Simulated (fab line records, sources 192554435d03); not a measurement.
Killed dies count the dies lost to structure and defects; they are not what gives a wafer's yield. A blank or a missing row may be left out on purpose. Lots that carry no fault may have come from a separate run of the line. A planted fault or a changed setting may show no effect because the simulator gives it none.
Which of the tools did it? / flow n5-finfet / 12 lots with 36 wafers sampled at 2 steps, on a route of 1938 steps

WHAT THE GAUGES READ, wafer by wafer
N5_MOL_CONTACT_COAG_CD_MEAS_40: target cd 25.1 nm.
lot=L075; measured=day 5 08:28; on=cd-sem-02; cd-nm (nm)=24.77 24.98 24.70
lot=L077; measured=day 5 22:17; on=cd-sem-02; cd-nm (nm)=24.58 25.03 24.84
lot=L079; measured=day 6 12:28; on=cd-sem-03; cd-nm (nm)=25.22 25.48 25.30
lot=L081; measured=day 6 23:59; on=cd-sem-01; cd-nm (nm)=24.90 24.79 24.87
lot=L083; measured=day 7 09:57; on=cd-sem-03; cd-nm (nm)=24.67 25.10 25.47
lot=L085; measured=day 7 22:03; on=cd-sem-01; cd-nm (nm)=24.90 25.13 24.89
lot=L087; measured=day 8 09:55; on=cd-sem-03; cd-nm (nm)=24.88 24.97 24.82
lot=L089; measured=day 9 02:13; on=cd-sem-03; cd-nm (nm)=24.76 24.78 25.09
lot=L091; measured=day 9 14:05; on=cd-sem-01; cd-nm (nm)=24.94 25.32 24.89
lot=L093; measured=day 9 22:21; on=cd-sem-01; cd-nm (nm)=25.08 25.08 25.10
lot=L095; measured=day 10 05:35; on=cd-sem-02; cd-nm (nm)=24.92 25.12 25.21
lot=L097; measured=day 11 00:19; on=cd-sem-02; cd-nm (nm)=24.84 24.39 24.93

WHAT TOOL EACH LOT RAN ON (gives the tool, then ch and the chambers of the sampled wafers, and finally the start)
lot=L075; N5_MOL_CONTACT_COAG_ETCH_89=rie-diel-02 ch 0,2,3, day 5 07:16
lot=L077; N5_MOL_CONTACT_COAG_ETCH_89=rie-diel-01 ch 1,2,3, day 5 21:05
lot=L079; N5_MOL_CONTACT_COAG_ETCH_89=rie-diel-05 ch 0,1,2, day 6 11:12
lot=L081; N5_MOL_CONTACT_COAG_ETCH_89=rie-diel-02 ch 0,2,3, day 6 22:53
lot=L083; N5_MOL_CONTACT_COAG_ETCH_89=rie-diel-02 ch 0,1,2, day 7 08:52
lot=L085; N5_MOL_CONTACT_COAG_ETCH_89=rie-diel-02 ch 0,3, day 7 20:50
lot=L087; N5_MOL_CONTACT_COAG_ETCH_89=rie-diel-02 ch 1,2, day 8 08:42
lot=L089; N5_MOL_CONTACT_COAG_ETCH_89=rie-diel-05 ch 2,3, day 9 00:59
lot=L091; N5_MOL_CONTACT_COAG_ETCH_89=rie-diel-01 ch 1,2, day 9 11:50
lot=L093; N5_MOL_CONTACT_COAG_ETCH_89=rie-diel-05 ch 2,3, day 9 21:02
lot=L095; N5_MOL_CONTACT_COAG_ETCH_89=rie-diel-01 ch 0,2, day 10 04:29
lot=L097; N5_MOL_CONTACT_COAG_ETCH_89=rie-diel-02 ch 0,1, day 10 23:02
- N5_MOL_CONTACT_COAG_ETCH_89: etches underlayer in N2/H2, target depth 13 nm, time 10.4 s.

THE ANSWER, worked out from the rows above alone
Rule: what is usual is taken from the lots themselves. The widest of any qualifying gaps counts: lots, ordered by their means at a reading, are off when they make up no more than a third of the lots, leave a main group of 4 or more, and stand apart from it by 3 or more times the standard deviation of that group's means. The tables above print the reading to a certain number of digits; a main group whose means all agree to those digits is not used. Also off: a lot with no number at a reading for which 4 or more lots have one. All remaining lots with rows at the step are treated as sound.
Nothing can be told from this: no lot is off at any reading shown.

WHAT THE SIMULATOR HAD INSERTED
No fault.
